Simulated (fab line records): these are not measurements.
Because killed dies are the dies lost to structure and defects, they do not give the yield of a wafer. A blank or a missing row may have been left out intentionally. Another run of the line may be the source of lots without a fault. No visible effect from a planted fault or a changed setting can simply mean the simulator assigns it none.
fab line records	flow n5_finfet
[record] lots = 10	wafers = 30	last_day = 17
route steps=1938 shown BEOL_M0_SAQP@633 BEOL_M0@734 BEOL_M4@1111
lots that met no fault: taken from a fault-free run of the same line
start_h: start of the lot's first displayed wafer, in hours after the record's first day	wait_h: hours since the lot's step before	" repeats the value in the row above	L1.1+2: one row covering several wafers at once	- either no value or no given start	* or withheld: withheld	< > ~ a bound
route shown NAME@n: a module of which the file shows steps, and the number in the route of the first	usual: mean/standard deviation of fault-free wafers	same: alike in all rows	chamber/n: place in a boat	sites: per-site readings	_std_site: the standard deviation of these	_edge_site: mean of outer sites minus mean of inner sites	radius_mm: for every site, how far away it sits from the centre of the wafer	mask NAME#n: copy n	behind: the tool/chamber that last shaped the wafer	hold: the reason the lot was held/the length of the hold in hours/how it ended	device: names the non-switching transistor (n, p or np)	end of line: tests of these same wafers at the route's end	for a step that has no rows: nothing shown but its recipe	killed: count of dies lost to structure and defects at first sort (not the wafer's yield)	map: a wafer's dies, marking killed ones x, the rest . and places with no die _
set.NAME: the setting the step ran with; set.NAME@STEP: the setting that earlier step ran with	model.NAME: the simulator's own value behind a step, which no gauge read
route steps across a sampled set of lots; one table per step, one row per wafer
services: a tool's chamber out of use, with start hour (start_h, from the record's first day; less than 0 if before it), hours out, and reason
[[steps]]
[step N5_BEOL_M0_SAQP_ILD_DEP_01]
[recipe] material = SiOC	target_thk_a = 454.19	temp_c = 350	precursor = DEMS/O2	pressure_torr = 5	rf_w = 500	time_s = 8.7
[usual] heater_power_w = 459/42	showerhead_plenum_p_Torr = 5.690/0.013	throttle_valve_pct = 12.1/0.74
lot.wafer	tool	chamber	start_h	wait_h	heater_power_w	showerhead_plenum_p_Torr	throttle_valve_pct
L147.1	pecvd-03	1	112.92	0.0	513	5.674	11.8
L147.4	"	2	"	"	435	5.666	12.8
L147.5	"	1	"	"	507	5.694	11.5
L149.1	pecvd-03	1	124.59	0.0	513	5.686	11.6
L149.4	"	2	"	"	498	5.686	12.8
L149.5	"	1	"	"	495	5.680	11.6
L150.1	pecvd-03	0	127.59	0.0	392	5.679	12.1
L150.4	"	1	"	"	476	5.671	11.4
L150.6	"	2	"	"	431	5.680	12.6
L154.1	pecvd-03	0	153.33	0.0	447	5.676	12.1
L154.5	"	1	"	"	467	5.685	11.8
L154.6	"	2	"	"	417	5.683	12.7
L157.3	pecvd-02	1	181.72	0.0	472	5.690	11.9
L157.4	"	1	"	"	473	5.687	11.6
L157.5	"	2	"	"	462	5.698	11.5
L159.4	pecvd-01	2	186.75	0.0	423	5.692	11.2
L159.5	"	1	"	"	512	5.692	13.5
L159.6	"	0	"	"	436	5.702	12.0
L161.3	pecvd-01	2	196.75	0.0	466	5.701	11.3
L161.4	"	2	"	"	483	5.720	11.2
L161.6	"	1	"	"	485	5.689	13.6
L162.1	pecvd-01	0	203.32	0.0	449	5.701	11.9
L162.5	"	1	"	"	531	5.705	13.5
L162.6	"	0	"	"	462	5.706	12.1
L163.2	pecvd-01	1	210.25	0.0	460	5.673	14.0
L163.3	"	2	"	"	479	5.712	11.1
L163.4	"	2	"	"	384	5.710	11.3
L164.2	pecvd-02	1	215.17	0.0	368	5.688	11.7
L164.4	"	0	"	"	485	5.712	11.6
L164.5	"	2	"	"	478	5.681	11.7
[step N5_BEOL_M0_SPUTTER_116]
[recipe] material = Cu	target_thk_a = 40	temp_c = -20	chamber_pressure_pa = 0.07	power_w = withheld	time_s = 7.37
[usual] chuck_gas_flow_sccm = 1.26/0.058	throttle_valve_pct = 30.4/0.64
lot.wafer	tool	chamber	start_h	wait_h	chuck_gas_flow_sccm	throttle_valve_pct
L147.1	pvd_sputter-02	-	125.62	0.3	1.31	29.7
L147.4	"	-	"	"	1.13	30.9
L147.5	"	-	"	"	1.25	29.5
L149.1	pvd_sputter-02	-	137.00	0.2	1.13	30.1
L149.4	"	-	"	"	1.24	30.2
L149.5	"	-	"	"	1.17	30.2
L150.1	pvd_sputter-01	-	139.38	0.1	1.19	31.8
L150.4	"	-	"	"	1.24	31.4
L150.6	"	-	"	"	1.16	30.2
L154.1	pvd_sputter-02	-	170.30	0.1	1.15	31.1
L154.5	"	-	"	"	1.14	30.2
L154.6	"	-	"	"	1.13	30.3
L157.3	pvd_sputter-02	-	195.48	0.1	1.24	29.9
L157.4	"	-	"	"	1.23	31.0
L157.5	"	-	"	"	1.21	30.2
L159.4	pvd_sputter-03	-	201.20	0.1	1.29	30.1
L159.5	"	-	"	"	1.24	30.2
L159.6	"	-	"	"	1.22	29.4
L161.3	pvd_sputter-03	-	208.42	0.8	1.31	30.2
L161.4	"	-	"	"	1.24	30.8
L161.6	"	-	"	"	1.23	29.7
L162.1	pvd_sputter-03	-	217.99	0.3	1.25	29.9
L162.5	"	-	"	"	1.25	30.4
L162.6	"	-	"	"	1.29	30.0
L163.2	pvd_sputter-03	-	221.21	1.7	1.33	30.4
L163.3	"	-	"	"	1.28	29.4
L163.4	"	-	"	"	1.18	30.3
L164.2	pvd_sputter-02	-	233.23	0.1	1.23	29.9
L164.4	"	-	"	"	1.25	29.9
L164.5	"	-	"	"	1.30	30.4
[step N5_BEOL_M0_SPUTTER_132]
[recipe] material = Cu	target_thk_a = 40	temp_c = -20	chamber_pressure_pa = 0.07	power_w = withheld	time_s = 7.37
[usual] chuck_gas_flow_sccm = 1.26/0.051	throttle_valve_pct = 30.4/0.63
lot.wafer	tool	chamber	start_h	wait_h	chuck_gas_flow_sccm	throttle_valve_pct
L147.1	pvd_sputter-02	-	125.74	0.0	1.21	29.9
L147.4	"	-	"	"	1.23	30.8
L147.5	"	-	"	"	1.24	29.8
L149.1	pvd_sputter-02	-	137.12	0.0	1.26	29.9
L149.4	"	-	"	"	1.35	29.9
L149.5	"	-	"	"	1.21	30.0
L150.1	pvd_sputter-01	-	139.50	0.0	1.18	31.6
L150.4	"	-	"	"	1.26	31.5
L150.6	"	-	"	"	1.23	30.2
L154.1	pvd_sputter-02	-	170.42	0.0	1.23	30.7
L154.5	"	-	"	"	1.24	30.4
L154.6	"	-	"	"	1.18	30.3
L157.3	pvd_sputter-02	-	195.60	0.0	1.23	29.9
L157.4	"	-	"	"	1.25	31.1
L157.5	"	-	"	"	1.28	30.1
L159.4	pvd_sputter-03	-	201.32	0.0	1.29	30.2
L159.5	"	-	"	"	1.31	30.3
L159.6	"	-	"	"	1.22	29.5
L161.3	pvd_sputter-03	-	208.54	0.0	1.28	30.1
L161.4	"	-	"	"	1.28	30.6
L161.6	"	-	"	"	1.28	29.4
L162.1	pvd_sputter-03	-	218.11	0.0	1.23	29.8
L162.5	"	-	"	"	1.21	30.4
L162.6	"	-	"	"	1.35	30.1
L163.2	pvd_sputter-03	-	221.33	0.0	1.28	30.3
L163.3	"	-	"	"	1.26	29.6
L163.4	"	-	"	"	1.31	30.2
L164.2	pvd_sputter-02	-	233.35	0.0	1.18	29.8
L164.4	"	-	"	"	1.36	30.0
L164.5	"	-	"	"	1.29	30.0
[step N5_BEOL_M0_PRE_CLEAN_131]
[recipe] gas = NH3/H2	time_s = 15	temp_c = *	rf_power_w = 300
[usual] heater_power_w = 77/20
lot.wafer	tool	chamber	start_h	wait_h	heater_power_w
L147.1	cvd_co-01	2	126.81	0.0	75
L147.4	"	0	"	"	82
L147.5	"	2	"	"	73
L149.1	cvd_co-02	2	138.18	0.0	52
L149.4	"	1	"	"	71
L149.5	"	0	"	"	111
L150.1	cvd_co-02	0	140.57	0.0	111
L150.4	"	2	"	"	52
L150.6	"	1	"	"	66
L154.1	cvd_co-02	0	171.48	0.0	113
L154.5	"	1	"	"	69
L154.6	"	0	"	"	114
L157.3	cvd_co-02	0	196.66	0.0	111
L157.4	"	0	"	"	110
L157.5	"	1	"	"	70
L159.4	cvd_co-01	0	203.29	0.1	81
L159.5	"	2	"	"	77
L159.6	"	1	"	"	66
L161.3	cvd_co-02	2	209.75	0.0	50
L161.4	"	0	"	"	112
L161.6	"	2	"	"	52
L162.1	cvd_co-02	2	219.53	0.3	52
L162.5	"	1	"	"	68
L162.6	"	0	"	"	111
L163.2	cvd_co-01	2	222.40	0.0	78
L163.3	"	0	"	"	84
L163.4	"	2	"	"	76
L164.2	cvd_co-01	0	234.46	0.1	84
L164.4	"	1	"	"	67
L164.5	"	2	"	"	76
[step N5_BEOL_M0_RS_MEAS_126]
[recipe] thk_meas_gauge = four-point-probe	reads = Co_of_BEOL_M0_CO_CAP_123+Cu_of_BEOL_M0_ECD_118+Co_of_BEOL_M0_CVD_115+TaN_of_BEOL_M0_ALD_136
[usual] M0_RS = 0.531/0.013
lot.wafer	tool	chamber	start_h	wait_h	M0_RS[ohm/sq]
L147.1	film_metro-02	-	127.08	0.0	0.528
L147.4	"	-	"	"	0.556
L147.5	"	-	"	"	0.528
L149.1	film_metro-01	-	138.41	0.0	0.537
L149.4	"	-	"	"	0.533
L149.5	"	-	"	"	0.515
L150.1	film_metro-01	-	140.79	0.0	0.535
L150.4	"	-	"	"	0.533
L150.6	"	-	"	"	0.535
L154.1	film_metro-02	-	171.70	0.0	0.544
L154.5	"	-	"	"	0.529
L154.6	"	-	"	"	0.536
L157.3	film_metro-02	-	196.89	0.1	0.525
L157.4	"	-	"	"	0.510
L157.5	"	-	"	"	0.503
L159.4	film_metro-01	-	203.49	0.0	0.535
L159.5	"	-	"	"	0.524
L159.6	"	-	"	"	0.524
L161.3	film_metro-02	-	209.98	0.1	0.532
L161.4	"	-	"	"	0.549
L161.6	"	-	"	"	0.527
L162.1	film_metro-01	-	219.75	0.0	0.530
L162.5	"	-	"	"	0.293
L162.6	"	-	"	"	0.523
L163.2	film_metro-01	-	222.62	0.1	0.532
L163.3	"	-	"	"	0.299
L163.4	"	-	"	"	0.291
L164.2	film_metro-02	-	234.69	0.1	0.530
L164.4	"	-	"	"	0.514
L164.5	"	-	"	"	0.530
[step N5_BEOL_M4_RC_MEAS_101]
[usual] DIBL_N = 36.6/1.1	DIBL_P = 36.8/1.6	IOFF_N = 0.169/0.024	IOFF_P = 0.206/0.028	ION_N = 679/9.2	ION_P = 462/7	SS_N = 71.6/0.57	SS_P = 73.3/0.57	VT_N = 248.8/2.4	VT_P = -251/3
lot.wafer	tool	chamber	start_h	wait_h	DIBL_N[mV/V]	DIBL_P[mV/V]	IOFF_N[nA/um]	IOFF_P[nA/um]	ION_N[uA/um]	ION_P[uA/um]	SS_N[mV/dec]	SS_P[mV/dec]	VT_N[mV]	VT_P[mV]
L147.1	prober-01	0	201.25	0.0	36.0	36.4	0.155	0.200	667	450	71.4	73.4	250.5	-254
L147.4	"	0	"	"	36.7	37.5	0.184	0.223	683	461	72.0	72.9	245.8	-250
L147.5	"	0	"	"	35.0	34.9	0.150	0.181	666	451	70.9	73.3	249.7	-256
L149.1	prober-01	0	224.32	0.0	35.8	35.8	0.138	0.190	671	462	71.0	73.5	252.2	-252
L149.4	"	0	"	"	36.5	37.8	0.158	0.219	678	464	70.8	73.9	248.2	-252
L149.5	"	0	"	"	36.6	37.3	0.155	0.197	674	463	70.9	72.4	248.5	-253
L150.1	prober-02	0	229.51	0.0	36.5	39.0	0.202	0.228	691	468	72.6	74.4	246.6	-251
L150.4	"	0	"	"	36.4	39.1	0.185	0.222	682	463	72.5	73.7	250.5	-251
L150.6	"	0	"	"	37.8	39.4	0.219	0.236	681	461	72.2	74.2	246.0	-254
L154.1	prober-01	0	255.04	0.0	36.8	37.0	0.172	0.218	672	463	72.4	73.1	249.1	-250
L154.5	"	0	"	"	36.6	37.1	0.165	0.223	676	462	71.9	73.4	246.9	-251
L154.6	"	0	"	"	36.8	37.6	0.181	0.231	693	468	71.9	72.8	246.2	-251
L157.3	prober-01	0	264.19	0.3	36.8	36.2	0.164	0.212	688	469	71.3	73.0	247.4	-251
L157.4	"	0	"	"	38.2	37.8	0.193	0.240	694	473	71.7	74.0	246.7	-249
L157.5	"	0	"	"	36.5	35.4	0.152	0.204	671	458	71.6	73.1	248.8	-250
L159.4	prober-01	0	270.94	0.5	36.2	35.4	0.149	0.191	677	461	70.7	73.2	248.8	-249
L159.5	"	0	"	"	37.5	37.1	0.177	0.219	695	466	71.7	73.8	251.3	-248
L159.6	"	0	"	"	35.9	34.9	0.145	0.186	674	461	71.4	73.6	251.4	-253
L161.3	prober-02	0	278.14	0.3	35.7	36.9	0.147	0.177	676	460	71.2	73.3	253.7	-254
L161.4	"	0	"	"	34.5	35.6	0.123	0.160	658	450	70.6	73.3	254.6	-257
L161.6	"	0	"	"	37.8	39.1	0.188	0.206	668	453	71.7	73.9	247.8	-254
L162.1	prober-01	0	299.44	0.0	35.0	33.5	0.128	0.166	667	454	70.8	72.3	254.6	-254
L162.5	"	0	"	"	34.8	33.7	0.135	0.166	665	456	71.5	72.3	251.3	-255
L162.6	"	0	"	"	35.8	34.4	0.142	0.176	667	458	71.3	73.0	251.5	-253
L163.2	prober-02	0	299.86	0.2	37.6	36.6	0.173	0.171	673	447	71.0	73.9	248.9	-255
L163.3	"	0	"	"	38.0	37.1	0.187	0.183	680	453	72.1	73.8	248.6	-259
L163.4	"	0	"	"	36.0	34.8	0.149	0.158	673	451	71.1	73.6	251.8	-258
L164.2	prober-01	0	304.94	0.2	36.6	36.3	0.168	0.195	676	460	71.5	73.1	247.7	-249
L164.4	"	0	"	"	38.3	37.9	0.202	0.221	680	467	71.9	73.3	247.3	-250
L164.5	"	0	"	"	38.3	38.0	0.201	0.219	678	461	72.1	73.6	246.5	-249
[[services]]
tool	chamber	start_h	hours	kind
pecvd-02	-	100.63	55.4	repair
pecvd-03	2	102.20	5.0	scheduled_down
pecvd-01	2	110.55	7.9	repair
pecvd-03	0	112.17	8.8	repair
cvd_co-01	1	114.67	-	clean
cvd_co-01	1	114.67	22.0	scheduled_down
cvd_co-01	1	114.67	22.0	vent_cycle
pvd_sputter-01	-	115.28	5.0	repair
pvd_sputter-01	-	137.31	1.3	repair
cvd_co-02	1	151.27	3.5	repair
cvd_co-01	-	155.57	2.8	repair
pecvd-01	1	155.91	5.5	scheduled_down
cvd_co-02	-	158.58	2.4	repair
pvd_sputter-03	-	164.50	2.8	repair
pecvd-01	2	172.57	2.1	scheduled_down
pecvd-03	-	174.30	14.6	pm
cvd_co-02	-	179.15	2.8	repair
pecvd-02	-	190.02	14.6	pm
pecvd-03	1	192.86	2.1	scheduled_down
cvd_co-01	-	210.62	0.6	repair
pecvd-03	2	212.06	18.9	repair
pecvd-02	0	215.90	2.2	repair
[[key]]
[first_sign] step = N5_BEOL_M0_RS_MEAS_126	reading = M0_RS	direction = down	sigmas = 18	usual = 0.531	struck = 0.294
effect none on later readings
met_at N5_BEOL_M0_SAQP_ILD_DEP_01
struck_lots L162,L163
struck_wafers L162.5,L163.3,L163.4
not_acting_at N5_BEOL_M0_SPUTTER_116,N5_BEOL_M0_SPUTTER_132,N5_BEOL_M0_PRE_CLEAN_131
onset_between 196.75 203.32
[fault] kind = process_parameter_drift	tool = pecvd-01	chamber = -	onset_h = 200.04	steps = N5_BEOL_M0_SAQP_ILD_DEP_01	channel = time_s	offset = *	shape = step	end_h = 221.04	scope = struck_wafers_only	acts_in = *	stated = *
